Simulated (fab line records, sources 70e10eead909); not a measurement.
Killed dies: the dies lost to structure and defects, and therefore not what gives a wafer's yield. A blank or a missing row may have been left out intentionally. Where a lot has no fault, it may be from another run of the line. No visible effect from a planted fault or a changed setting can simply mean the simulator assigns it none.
Matching of chambers :: flow nandHarc :: NHARC_A_STAIRCASE_TRIM_229 on rieDiel-10 has 4 sister chambers
The step chemistry O2, time 211.2 s. 7 wafers are shown with their chamber, then 7 later ones without.

## WAFERS WITH THEIR CHAMBER
wafer: L076.2
chamber: 2
drypumpMotorCurrentA (A): 6.1
showerheadPlenumPTorr (Torr): 3.75

wafer: L076.3
chamber: 1
drypumpMotorCurrentA (A): 6.4
showerheadPlenumPTorr (Torr): 3.53

wafer: L080.1
chamber: 2
drypumpMotorCurrentA (A): 6.1
showerheadPlenumPTorr (Torr): 3.74

wafer: L082.2
chamber: 3
drypumpMotorCurrentA (A): 4.7
showerheadPlenumPTorr (Torr): 3.50

wafer: L082.5
chamber: 0
drypumpMotorCurrentA (A): 5.5
showerheadPlenumPTorr (Torr): 3.55

wafer: L086.1
chamber: 3
drypumpMotorCurrentA (A): 4.7
showerheadPlenumPTorr (Torr): 3.50

wafer: L086.2
chamber: 0
drypumpMotorCurrentA (A): 5.4
showerheadPlenumPTorr (Torr): 3.54

## WAFERS WHOSE CHAMBER IS MISSING
wafer: L086.5
drypumpMotorCurrentA (A): 6.4
showerheadPlenumPTorr (Torr): 3.52

wafer: L093.4
drypumpMotorCurrentA (A): 5.4
showerheadPlenumPTorr (Torr): 3.52

wafer: L093.5
drypumpMotorCurrentA (A): 5.5
showerheadPlenumPTorr (Torr): 3.52

wafer: L093.6
drypumpMotorCurrentA (A): 6.4
showerheadPlenumPTorr (Torr): 3.50

wafer: L096.1
drypumpMotorCurrentA (A): 5.4
showerheadPlenumPTorr (Torr): 3.52

wafer: L096.4
drypumpMotorCurrentA (A): 6.1
showerheadPlenumPTorr (Torr): 3.71

wafer: L096.6
drypumpMotorCurrentA (A): 4.7
showerheadPlenumPTorr (Torr): 3.48

## THE CHAMBER EACH PASSED THROUGH
wafer: L086.5
from the rows above: 1
in truth: 1

wafer: L093.4
from the rows above: 0
in truth: 0

wafer: L093.5
from the rows above: 0
in truth: 0

wafer: L093.6
from the rows above: 1
in truth: 1

wafer: L096.1
from the rows above: 0
in truth: 0

wafer: L096.4
from the rows above: 2
in truth: 2

wafer: L096.6
from the rows above: 3
in truth: 3
Correct placement for 7 of the 7. Left unplaced by these rows: 0. Number placed wrongly: 0.
How it was worked out, from the rows above alone: a wafer's distance from a chamber is the root of the sum, over the readings, of the square of ((its reading less the chamber's mean) divided by the reading's scatter). If the next closest chamber is less than 2 further off than the closest, the wafer can't be placed; otherwise it belongs to the closest. A chamber's mean is the mean of its shown wafers. The scatter is the square root of a quotient: the sum, over the shown wafers, of each reading's squared deviation from its chamber's mean, divided by wafers minus chambers.
